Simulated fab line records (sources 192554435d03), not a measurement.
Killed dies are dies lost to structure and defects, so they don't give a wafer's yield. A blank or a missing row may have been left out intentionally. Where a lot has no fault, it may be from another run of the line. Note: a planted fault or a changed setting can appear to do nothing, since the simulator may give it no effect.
Comparing a struck lot with a sound one || flow n5_finfet || 36 steps out of a route of 1938
Sound: the wafers L362.2, L362.3, L362.4. The struck wafers were L369.1, L369.2, L369.6. The cause is named last.
For every step that has rows: the tool of each side, followed by ch and its chambers, followed by its first start. Under that, the readings that differ: sound wafers || struck wafers || difference of the means || sigmas: that difference in standard deviations of wafers without a fault.
alike: readings with means less than 2 such deviations apart, plus words and numbers identical on both sides. not compared: withheld readings, readings lacking a value on some wafer, bounds such as >300 that could conceal the same value, and numbers that have no deviation in the record and whose values overlap.
The two part at a step that has a row with sigmas, a row that says differs or no value, or rows on one side only. Numbers that have no deviation but don't overlap get no sigmas and don't part them. A reading that every wafer of one side lacks parts them only if that side has two wafers or more.

first, 11 steps without rows for these wafers: N5_MOL_CONTACT_COAG_STRIP_108 (strips in N2/H2); N5_MOL_CONTACT_COAG_CONTACT_ETCH_14 (etches SiO2 in C4F6/O2, target depth 27.5 nm, overetch 8.5 nm, time 20 s); N5_MOL_CONTACT_COAG_STRIP_109 (strips in C4F6/O2); N5_MOL_CONTACT_COAG_ETCH_15 (etches SiNx in CH3F/O2, stops on Si:P, target depth 7 nm); N5_MOL_CONTACT_COAG_ETCH_110 (etches Si in CF4/O2, target depth 2.5 nm, time 8 s); N5_MOL_CONTACT_COAG_STRIP_98 (strips in N2/H2); N5_MOL_CONTACT_COAG_IMPLANT_129; N5_MOL_CONTACT_COAG_PRECLEAN_111 (cleans in NF3:NH3, afs cycles 1, time 20 s, sublimation time 60 s); N5_MOL_CONTACT_COAG_TI_SIL_19 (material Ti, target thk 4.2 nm, time 15 s); N5_MOL_CONTACT_COAG_ALD_20 (deposits TiN, target thk 1.5 nm, pulse time 1 s, purge time 3 s); N5_MOL_CONTACT_COAG_SIL_ANNEAL_21 (time 60 s).
N5_MOL_CONTACT_COAG_PRE_CLEAN_141: time 60 s.
  sound on pvd_sputter-03, day 8 03:20; struck on pvd_sputter-03, day 10 00:00
  alike: heater_power_w, susceptor_temp_C
then, 23 steps without rows for these wafers: N5_MOL_CONTACT_COAG_SPUTTER_143 (material Co, target thk 2.5 nm); N5_MOL_CONTACT_COAG_CO_FILL_22 (material Co, precursor CCTBA/H2, target thk 20 nm); N5_MOL_CONTACT_COAG_ANNEAL_113 (time 300 s); N5_MOL_CONTACT_COAG_PRE_CLEAN_142 (time 60 s); N5_MOL_CONTACT_COAG_SPUTTER_130 (material Co, target thk 47.5 nm); N5_MOL_CONTACT_COAG_PRECLEAN_125 (cleans in DIW, time 57.5 s); N5_MOL_CONTACT_COAG_SRD_126 (dry time 32 s); N5_MOL_CONTACT_COAG_CMP_23 (polishes, stops on SiO2, t overpolish 1.5 s, target thk 0 nm); N5_MOL_CONTACT_COAG_WET_ETCH_26 (target Co, target depth 13 nm); N5_MOL_CONTACT_COAG_WET_ETCH_116 (etches the open film in SC1-inhibited, target depth 4.6 nm, rinse time 30 s); N5_MOL_CONTACT_COAG_ALD_27 (deposits SiOC, target thk 17 nm, pulse time 1.5 s, time 2720 s); N5_MOL_CONTACT_COAG_CMP_28 (polishes, stops on SiNx, t overpolish 0.85 s, target thk 14.522 nm); N5_MOL_CONTACT_COAG_ALD_123 (deposits SiNx, target thk 5 nm, pulse time 1 s, purge time 2 s); N5_MOL_CONTACT_COAG_PECVD_31 (deposits SiO2 from TEOS/O2, target thk 46 nm, time 8.9 s); N5_MOL_CONTACT_COAG_COAT_75 (time 60 s, resist thk 60 nm); N5_MOL_CONTACT_COAG_COAT_76 (time 60 s, resist thk 10 nm); N5_MOL_CONTACT_COAG_COAT_77 (time 60 s, resist thk 10 nm); N5_MOL_CONTACT_COAG_COAT_78 (resist thk 40 nm); N5_MOL_CONTACT_COAG_EBR_80; N5_MOL_CONTACT_COAG_SOFTBAKE_79 (time 60 s); N5_MOL_CONTACT_COAG_EXPOSE_81 (exposes mask VG, defocus 0 nm); N5_MOL_CONTACT_COAG_PEB_82 (peb time 60 s); N5_MOL_CONTACT_COAG_DEVELOP_83 (develop time 30 s).
-- record jumps: 7 days separate the struck wafers' starts on either side; left off in module MOL_CONTACT_COAG, taken up again in module PASSIVATION, whose first shown step is the route's number 1936 --
N5_PASSIVATION_PROBE_49:
  sound on prober-02, day 15 12:15; struck on prober-02, day 17 01:55
{"reading": "defect_limited_yield (%)", "sound": "93.4 91.7 91.4", "struck": "82.9 87.2 85.8", "difference": -6.9, "sigmas": -5}
{"reading": "killed_at_contacts", "sound": "8 6 6", "struck": "151 91 95", "difference": "+106", "sigmas": "+18"}
{"reading": "killed_at_other", "sound": "4 13 8", "struck": "0 1 0", "difference": -8, "sigmas": -2}
{"reading": "killed_dies", "sound": "78 98 102", "struck": "202 151 167", "difference": "+81", "sigmas": "+4"}
{"reading": "killed_on_rim", "sound": "10 11 13", "struck": "12 28 25", "difference": "+10", "sigmas": "+3"}
{"reading": "sort_bin_5_function (%)", "sound": "4.5 4.5 5.3", "struck": "11.4 6.8 7.4", "difference": "+3.8", "sigmas": "+4"}
{"reading": "sort_n_pass", "sound": "1102 1082 1078", "struck": "978 1029 1013", "difference": -81, "sigmas": -4}
{"reading": "sort_yield_pct (%)", "sound": "93.4 91.7 91.4", "struck": "82.9 87.2 85.8", "difference": -6.9, "sigmas": -4}
  alike: killed_at_M0_to_M3, killed_at_M4_up, killed_at_front_end, killed_open, killed_short, sort_bin_6_memory, sort_bin_8_speed

== WHERE THEY PART ==
At N5_PASSIVATION_PROBE_49 and nowhere else, as far as this record goes.

WHY: whatever the simulator had introduced
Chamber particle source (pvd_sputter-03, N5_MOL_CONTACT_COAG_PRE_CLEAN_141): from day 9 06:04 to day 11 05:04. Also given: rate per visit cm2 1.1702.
